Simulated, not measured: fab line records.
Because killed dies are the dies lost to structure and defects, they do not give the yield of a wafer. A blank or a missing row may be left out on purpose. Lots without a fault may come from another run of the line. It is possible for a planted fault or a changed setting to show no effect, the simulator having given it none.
Chamber matching || flow n5 finfet || N5_BEOL_M8_ETCH_66 on rie diel-04: 4 sister chambers
The step etches SOC in N2/H2, target depth 80 nm, overetch 16 nm, time 120 s. 4 wafers are shown with their chamber, then 9 later ones without.

== WAFERS WITH THEIR CHAMBER ==
{"wafer": "L094.4", "chamber": 3, "throttle valve pct (%)": 17.45}
{"wafer": "L090.1", "chamber": 1, "throttle valve pct (%)": 17.78}
{"wafer": "L090.3", "chamber": 2, "throttle valve pct (%)": 18.26}
{"wafer": "L090.6", "chamber": 0, "throttle valve pct (%)": 17.48}

== WAFERS WITHOUT THEIR CHAMBER ==
{"wafer": "L089.3", "throttle valve pct (%)": 17.47}
{"wafer": "L089.5", "throttle valve pct (%)": 17.80}
{"wafer": "L089.6", "throttle valve pct (%)": 17.46}
{"wafer": "L091.1", "throttle valve pct (%)": 17.46}
{"wafer": "L091.2", "throttle valve pct (%)": 17.82}
{"wafer": "L091.3", "throttle valve pct (%)": 17.46}
{"wafer": "L086.3", "throttle valve pct (%)": 17.82}
{"wafer": "L086.4", "throttle valve pct (%)": 17.90}
{"wafer": "L086.5", "throttle valve pct (%)": 17.90}

== WHICH CHAMBER EACH ONE RAN IN ==
{"wafer": "L089.3", "from the rows above": "can't be placed: 0 or 3", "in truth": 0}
{"wafer": "L089.5", "from the rows above": 1, "in truth": 1}
{"wafer": "L089.6", "from the rows above": "can't be placed: 3 or 0", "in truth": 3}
{"wafer": "L091.1", "from the rows above": "can't be placed: 3 or 0", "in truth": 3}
{"wafer": "L091.2", "from the rows above": 1, "in truth": 1}
{"wafer": "L091.3", "from the rows above": "can't be placed: 3 or 0", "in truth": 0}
{"wafer": "L086.3", "from the rows above": 1, "in truth": 1}
{"wafer": "L086.4", "from the rows above": 1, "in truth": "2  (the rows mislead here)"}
{"wafer": "L086.5", "from the rows above": 1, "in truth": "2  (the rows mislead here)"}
3 of 9 placed correctly. Unplaceable from these rows: 4, with the true chamber sitting among the candidates in 4. Wrongly placed: 2.
How it was worked out, from the rows above alone: a wafer's distance from a chamber is the root of the sum, over the readings, of the square of ((its reading less the chamber's mean) divided by the reading's scatter). If the next closest chamber is less than 2 further off than the closest, the wafer can't be placed; otherwise it belongs to the closest. Each chamber's mean is taken over the wafers shown for it. The scatter: root of mean squared gap, hidden wafer to nearest shown wafer, with one shown wafer a chamber.
